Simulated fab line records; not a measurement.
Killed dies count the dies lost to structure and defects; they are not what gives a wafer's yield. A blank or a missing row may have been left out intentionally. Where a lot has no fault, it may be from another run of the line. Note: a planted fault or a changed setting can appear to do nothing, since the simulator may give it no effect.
fab line records	flow n5_finfet
[record] lots = 14	wafers = 42	last_day = 19
route steps=1938 shown ZERO_LAYER@10 WELL_APT@29
lots that met no fault: from a run of the same line without faults
start_h: start of the lot's first displayed wafer, in hours after the record's first day	wait_h: hours since the lot's step before	" the same as in the row above	L1.1+2: a row that stands for several wafers	- value missing, or start not given	* or withheld: withheld	< > ~ a bound
route shown NAME@n: NAME is a module with steps in the file, n the number in the route of the first one	usual: mean/standard deviation of fault-free wafers	same: alike in all rows	chamber/n: place in a boat	sites: the reading at each site	_std_site: their standard deviation	_edge_site: the outer-site mean with the inner-site mean subtracted	radius_mm: how far each site lies from the wafer's centre	mask NAME#n: copy n	behind: the tool/chamber that last shaped the wafer	hold: what put the lot on hold/how long, in hours/how the hold closed	device: which transistor (n, p or np) failed to switch	end of line: the route-end tests of the same wafers	a step given without rows: its recipe and nothing more	killed: dies lost to structure and defects at the first sort, not the wafer's yield	map: a wafer's dies, marking killed ones x, the rest . and places with no die _
set.NAME: the setting the step ran with; set.NAME@STEP: the setting that earlier step ran with	model.NAME: the simulator's own value behind a step, which no gauge read
the route's steps for a sample of lots (tables are steps, rows are wafers)
services: a tool's chamber out of use, with start hour (start_h, from the record's first day; less than 0 if before it), hours out, and reason
[[steps]]
[step N5_ZERO_LAYER_PEB_09]
[recipe] peb_temp_c = withheld	peb_time_s = *
[usual] chill_plate_temp_C = *	exhaust_pa = 44.9/0.89
lot.wafer	tool	chamber	start_h	wait_h	chill_plate_temp_C	exhaust_pa
L967.4	litho_track-05	0	30.55	0.0	*	45.4
L967.5	"	0	"	"	*	44.9
L967.6	"	0	"	"	*	45.7
L968.2	litho_track-05	0	36.65	0.0	*	45.2
L968.3	"	0	"	"	*	44.8
L968.6	"	0	"	"	*	46.3
L969.1	litho_track-02	0	42.65	0.1	*	44.0
L969.4	"	0	"	"	*	45.3
L969.6	"	0	"	"	*	44.0
L970.2	litho_track-02	0	48.67	0.0	*	45.8
L970.4	"	0	"	"	*	44.4
L970.5	"	0	"	"	*	45.7
L972.1	litho_track-01	0	60.52	0.1	*	45.6
L972.3	"	0	"	"	*	44.9
L972.4	"	0	"	"	*	44.2
L974.1	litho_track-05	0	72.65	0.1	*	45.2
L974.3	"	0	"	"	*	45.6
L974.4	"	0	"	"	*	45.9
L976.2	litho_track-02	-	84.54	0.0	-	-
L976.4	"	-	"	"	-	-
L976.5	"	-	"	"	-	-
L977.1	litho_track-01	-	90.65	0.1	-	-
L977.2	"	-	"	"	-	-
L977.5	"	-	"	"	-	-
L980.2	litho_track-05	0	108.52	0.0	*	45.6
L980.4	"	0	"	"	*	44.3
L980.6	"	0	"	"	*	44.2
L981.2	litho_track-02	0	114.52	0.0	*	45.1
L981.5	"	0	"	"	*	45.0
L981.6	"	0	"	"	*	46.4
L983.2	litho_track-05	0	126.67	0.0	*	46.0
L983.4	"	0	"	"	*	46.2
L983.6	"	0	"	"	*	45.3
L984.1	litho_track-02	0	132.52	0.1	*	44.6
L984.3	"	0	"	"	*	45.3
L984.4	"	0	"	"	*	45.5
L986.2	litho_track-05	0	144.53	0.0	*	44.2
L986.5	"	0	"	"	*	43.7
L986.6	"	0	"	"	*	44.9
L987.1	litho_track-02	0	150.52	0.1	*	43.7
L987.5	"	0	"	"	*	44.2
L987.6	"	0	"	"	*	44.5
[step N5_ZERO_LAYER_ETCH_17]
[recipe] chemistry = CF4	target = SiO2	target_depth_a = 120	time_s = 13.3	ion_energy_ev = 350	pressure_mtorr = 40	source_w = 450	bias_w = 215	Ar_flow_sccm = 100	cf4_flow_sccm = 100
[usual] bias_w = 214.9/0.53	cf4_flow_sccm = 100.0/0.31	drypump_motor_current_A = 5.5/0.34	oes_product_au = 0.75/0.055	rf_fwd_power_W = 446.7/1.3	rf_vpp_V = 947/4.1	showerhead_plenum_p_Torr = 2.12/0.062	throttle_valve_pct = 15.68/0.17
lot.wafer	tool	chamber	start_h	wait_h	bias_w	cf4_flow_sccm	drypump_motor_current_A	oes_product_au	rf_fwd_power_W	rf_hours_counter_h	rf_vpp_V	showerhead_plenum_p_Torr	throttle_valve_pct
L967.4	rie_diel-06	1	30.74	0.0	214.0	100.1	5.7	0.79	444.8	151	944	2.07	15.56
L967.5	"	1	"	"	214.6	99.9	5.6	0.79	446.8	-	944	2.07	15.55
L967.6	"	0	"	"	214.1	100.1	4.9	0.68	447.8	-	946	2.10	15.69
L968.2	rie_diel-04	3	36.97	0.0	214.8	99.8	5.7	0.72	446.5	197	949	2.11	15.75
L968.3	"	0	"	"	214.7	99.9	5.8	0.69	447.9	235	947	2.12	15.74
L968.6	"	3	"	"	215.2	99.7	5.7	0.72	444.6	-	947	2.11	15.76
L969.1	rie_diel-06	0	42.84	0.0	214.7	100.2	4.9	0.68	447.9	243	946	2.10	15.71
L969.4	"	2	"	"	214.5	100.2	5.2	0.75	447.1	167	955	2.22	15.65
L969.6	"	2	"	"	215.2	100.1	5.2	0.76	447.8	-	953	2.22	15.65
L970.2	rie_diel-06	2	48.86	0.0	214.8	99.6	5.2	0.75	445.9	169	953	2.22	15.66
L970.4	"	1	"	"	214.8	99.7	5.6	0.79	448.1	156	942	2.07	15.57
L970.5	"	0	"	"	215.9	99.8	4.9	0.67	446.3	-	948	2.10	15.71
L972.1	rie_diel-06	1	60.71	0.0	215.7	100.3	5.7	0.79	447.9	159	943	2.07	15.58
L972.3	"	3	"	"	214.9	99.5	5.3	0.77	445.6	128	944	2.06	15.88
L972.4	"	2	"	"	215.5	99.7	5.2	0.75	447.5	173	953	2.22	15.65
L974.1	rie_diel-06	3	72.84	0.0	214.7	100.4	5.4	0.77	445.7	133	945	2.06	15.87
L974.3	"	2	"	"	215.0	99.8	5.2	0.75	449.0	178	953	2.22	15.68
L974.4	"	2	"	"	215.0	100.0	5.2	0.75	449.1	-	952	2.22	15.67
L976.2	rie_diel-06	2	85.39	0.0	214.7	100.3	5.2	0.75	447.2	183	954	2.22	15.69
L976.4	"	1	"	"	214.7	99.2	5.6	0.78	446.5	-	943	2.06	15.58
L976.5	"	3	"	"	215.1	99.7	5.3	0.77	448.3	-	944	2.06	15.91
L977.1	rie_diel-02	1	90.96	0.0	215.2	100.1	6.0	0.74	446.0	152	943	2.05	15.33
L977.2	"	3	"	"	214.9	100.0	5.7	0.74	446.9	187	947	2.12	15.84
L977.5	"	1	"	"	214.5	99.8	6.0	0.73	445.2	-	945	2.05	15.34
L980.2	rie_diel-06	2	108.72	0.0	215.4	99.9	5.2	0.73	445.7	191	952	2.21	15.70
L980.4	"	1	"	"	214.4	99.9	5.6	0.77	446.5	-	943	2.06	15.61
L980.6	"	2	"	"	214.9	100.1	5.2	0.74	445.7	-	951	2.21	15.70
L981.2	rie_diel-02	0	114.72	0.0	214.7	99.9	5.4	0.70	446.8	228	953	2.19	15.86
L981.5	"	2	"	"	215.6	99.7	5.5	0.73	448.4	-	947	2.12	15.56
L981.6	"	3	"	"	213.8	100.4	5.7	0.73	444.5	-	948	2.11	15.84
L983.2	rie_diel-02	1	126.99	0.0	216.2	100.5	6.0	0.72	443.4	164	943	2.05	15.37
L983.4	"	3	"	"	214.3	100.5	5.7	0.72	442.9	199	949	2.11	15.85
L983.6	"	2	"	"	215.2	100.2	5.5	0.72	446.9	-	946	2.11	15.57
L984.1	rie_diel-02	0	133.42	0.0	214.9	100.0	5.4	0.69	446.9	237	953	2.19	15.88
L984.3	"	1	"	"	214.6	99.7	6.0	0.72	446.7	166	944	2.05	15.37
L984.4	"	2	"	"	215.6	100.1	5.5	0.72	446.1	214	948	2.11	15.55
L986.2	rie_diel-04	2	145.68	0.0	215.0	100.2	5.2	0.73	447.8	150	953	2.23	15.71
L986.5	"	3	"	"	214.4	100.0	5.7	0.70	446.4	-	946	2.10	15.80
L986.6	"	0	"	"	215.1	100.0	5.8	1.00	445.7	-	946	2.11	15.29
L987.1	rie_diel-06	3	150.72	0.0	214.4	99.7	5.4	0.74	447.4	166	944	2.05	15.94
L987.5	"	0	"	"	214.4	100.4	4.9	0.88	447.1	-	944	2.09	15.28
L987.6	"	1	"	"	215.1	100.4	5.7	0.75	448.8	-	941	2.06	15.63
[step N5_WELL_APT_OVL_MEAS_09]
[recipe] points_per_wafer = 44
[usual] NWELL_OVL = -3/4.6
lot.wafer	tool	chamber	start_h	wait_h	NWELL_OVL[nm]
L967.4	overlay-02	0	31.61	0.0	-3
L967.5	"	0	"	"	-5
L967.6	"	0	"	"	-7
L968.2	overlay-02	0	37.97	0.0	5
L968.3	"	0	"	"	-6
L968.6	"	0	"	"	-5
L969.1	overlay-01	0	43.74	0.0	3
L969.4	"	0	"	"	2
L969.6	"	0	"	"	1
L970.2	overlay-02	0	49.86	0.0	-9
L970.4	"	0	"	"	-6
L970.5	"	0	"	"	-2
L972.1	overlay-02	0	61.59	0.0	1
L972.3	"	0	"	"	-5
L972.4	"	0	"	"	-1
L974.1	overlay-01	0	73.74	0.0	-4
L974.3	"	0	"	"	-1
L974.4	"	0	"	"	-7
L980.2	overlay-02	0	109.60	0.0	1
L980.4	"	0	"	"	0
L980.6	"	0	"	"	-7
L981.2	overlay-01	0	115.59	0.0	-10
L981.5	"	0	"	"	-5
L981.6	"	0	"	"	-5
L983.2	overlay-01	0	128.04	0.0	8
L983.4	"	0	"	"	0
L983.6	"	0	"	"	-2
L984.1	overlay-01	0	134.44	0.0	-5
L984.3	"	0	"	"	-9
L984.4	"	0	"	"	-1
L986.2	overlay-02	0	146.60	0.0	-4
L986.5	"	0	"	"	1
L986.6	"	0	"	"	-6
L987.1	overlay-02	0	151.59	0.0	-3
L987.5	"	0	"	"	0
L987.6	"	0	"	"	6
[step N5_WELL_APT_DESCUM_13]
[recipe] chemistry = O2	time_s = 7.9	source_power_w = 50	bias_power_w = 20	pressure_mtorr = 20	rf_frequency_hz = 2.712e+07	temp_c = 40	o2_flow_sccm = 225
[usual] drypump_motor_current_A = 5.9/0.5	oes_product_au = 0.81/0.088	rf_fwd_power_W = 49.62/0.18	rf_vpp_V = 243.2/1.3	showerhead_plenum_p_Torr = 2.09/0.072	throttle_valve_pct = 20.42/0.25
lot.wafer	tool	chamber	start_h	wait_h	drypump_motor_current_A	oes_product_au	rf_fwd_power_W	rf_hours_counter_h	rf_vpp_V	showerhead_plenum_p_Torr	throttle_valve_pct
L967.4	rie_diel-05	2	32.16	0.5	5.6	0.79	49.63	-	244.4	2.20	20.51
L967.5	"	3	"	"	5.6	0.68	49.66	-	243.2	2.07	20.35
L967.6	"	1	"	"	6.2	0.70	49.34	-	242.5	2.06	20.52
L968.2	rie_diel-01	3	38.03	0.0	5.2	0.81	49.78	112	240.9	1.93	20.14
L968.3	"	2	"	"	5.4	0.75	49.22	154	244.3	2.17	20.37
L968.6	"	0	"	"	6.2	0.83	49.56	-	242.2	2.03	20.50
L969.1	rie_diel-03	3	44.30	0.5	5.5	0.72	49.44	190	243.0	2.17	20.92
L969.4	"	3	"	"	5.6	0.72	49.62	-	244.0	2.17	20.93
L969.6	"	0	"	"	6.0	0.92	49.73	-	242.7	2.04	20.29
L970.2	rie_diel-05	0	50.02	0.1	5.4	0.99	49.65	1	243.1	2.12	20.07
L970.4	"	1	"	"	6.2	0.70	49.18	234	243.7	2.06	20.51
L970.5	"	3	"	"	5.5	0.68	49.60	-	241.3	2.07	20.37
L972.1	rie_diel-03	2	62.01	0.4	6.7	0.93	49.79	15	242.8	2.14	20.46
L972.3	"	3	"	"	5.6	0.72	49.50	200	243.4	2.17	20.94
L972.4	"	2	"	"	6.7	0.92	49.99	-	243.2	2.14	20.46
L974.1	rie_diel-05	1	73.79	0.0	6.2	0.69	49.49	242	242.9	2.06	20.53
L974.3	"	2	"	"	5.6	0.77	49.48	150	245.6	2.19	20.54
L974.4	"	0	"	"	5.4	0.93	49.69	9	242.4	2.12	20.09
L980.2	rie_diel-05	1	109.66	0.0	6.2	0.69	49.41	247	243.4	2.06	20.54
L980.4	"	1	"	"	6.2	0.69	49.56	-	242.1	2.06	20.54
L980.6	"	0	"	"	5.4	0.89	49.62	-	243.8	2.11	20.13
L981.2	rie_diel-01	3	115.70	0.1	5.1	0.78	49.96	142	240.2	1.92	20.19
L981.5	"	2	"	"	5.4	0.72	49.51	-	245.1	2.16	20.41
L981.6	"	1	"	"	6.4	0.89	49.66	-	241.1	2.06	20.06
L983.2	rie_diel-01	0	128.41	0.3	6.3	0.79	49.44	127	241.7	2.02	20.53
L983.4	"	3	"	"	5.1	0.76	49.87	146	240.9	1.92	20.21
L983.6	"	1	"	"	6.4	0.88	49.71	-	242.6	2.05	20.06
L984.1	rie_diel-03	3	134.51	0.0	5.6	0.70	49.32	220	244.1	2.16	20.96
L984.3	"	2	"	"	6.7	0.86	49.68	44	243.6	2.13	20.49
L984.4	"	0	"	"	6.0	0.85	49.88	56	241.6	2.02	20.36
L986.2	rie_diel-03	1	146.66	0.0	6.5	0.87	49.87	31	243.2	2.14	20.18
L986.5	"	0	"	"	6.0	0.85	49.75	-	243.4	2.02	20.37
L986.6	"	3	"	"	5.6	0.70	49.75	-	244.7	2.16	20.97
L987.1	rie_diel-03	1	151.65	0.0	6.5	0.88	49.65	33	245.4	2.14	20.17
L987.5	"	3	"	"	5.6	0.70	49.69	-	243.5	2.16	20.97
L987.6	"	0	"	"	6.0	0.84	49.64	-	242.0	2.02	20.36
[[services]]
tool	chamber	start_h	hours	kind
rie_diel-02	-	11.09	0.5	repair
rie_diel-03	2	16.37	-	clean
rie_diel-03	2	16.37	-	consumable_replace:focus_ring
rie_diel-03	2	16.37	14.0	scheduled_down
rie_diel-03	2	16.37	14.0	vent_cycle
rie_diel-01	3	22.47	13.9	repair
rie_diel-02	3	35.64	4.0	repair
rie_diel-03	1	42.06	-	clean
rie_diel-03	1	42.06	-	consumable_replace:focus_ring
rie_diel-03	1	42.06	20.8	scheduled_down
rie_diel-03	1	42.06	20.8	vent_cycle
rie_diel-05	2	60.15	2.0	repair
rie_diel-02	-	70.01	0.2	repair
rie_diel-06	0	79.63	-	clean
rie_diel-06	0	79.63	-	consumable_replace:focus_ring
rie_diel-06	0	79.63	16.9	scheduled_down
rie_diel-06	0	79.63	16.9	vent_cycle
rie_diel-05	1	84.10	21.9	repair
rie_diel-05	3	96.30	1.8	repair
rie_diel-05	2	100.11	16.3	repair
rie_diel-06	0	104.78	5.5	repair
rie_diel-04	-	116.06	28.1	pm
rie_diel-05	3	119.45	6.4	repair
litho_track-02	-	124.39	-	consumable_replace:filter
[[key]]
[first_sign] step = N5_ZERO_LAYER_PEB_09	reading = tool_record	direction = missing
effect none on later readings
met_at N5_ZERO_LAYER_PEB_09
struck_lots L976,L977
later_rows_left_out L976.2,L976.4,L976.5,L977.1,L977.2,L977.5
sort_left_out L976.2,L976.4,L976.5,L977.1,L977.2,L977.5
not_acting_at N5_ZERO_LAYER_ETCH_17,N5_WELL_APT_OVL_MEAS_09,N5_WELL_APT_DESCUM_13
onset_between 60.52 84.54
[fault] kind = skipped_step_whole	tool = litho_track-01,litho_track-02	chamber = -	onset_h = 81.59	steps = N5_ZERO_LAYER_PEB_09	scope = struck_lots_only
// sort_left_out: the simulated sort isn't trusted on such a fault, so these wafers' sort isn't shown, and their yield isn't known
// later_rows_left_out: the simulator's readings of these wafers behind a module that went badly wrong aren't trusted and aren't shown, but for the sort
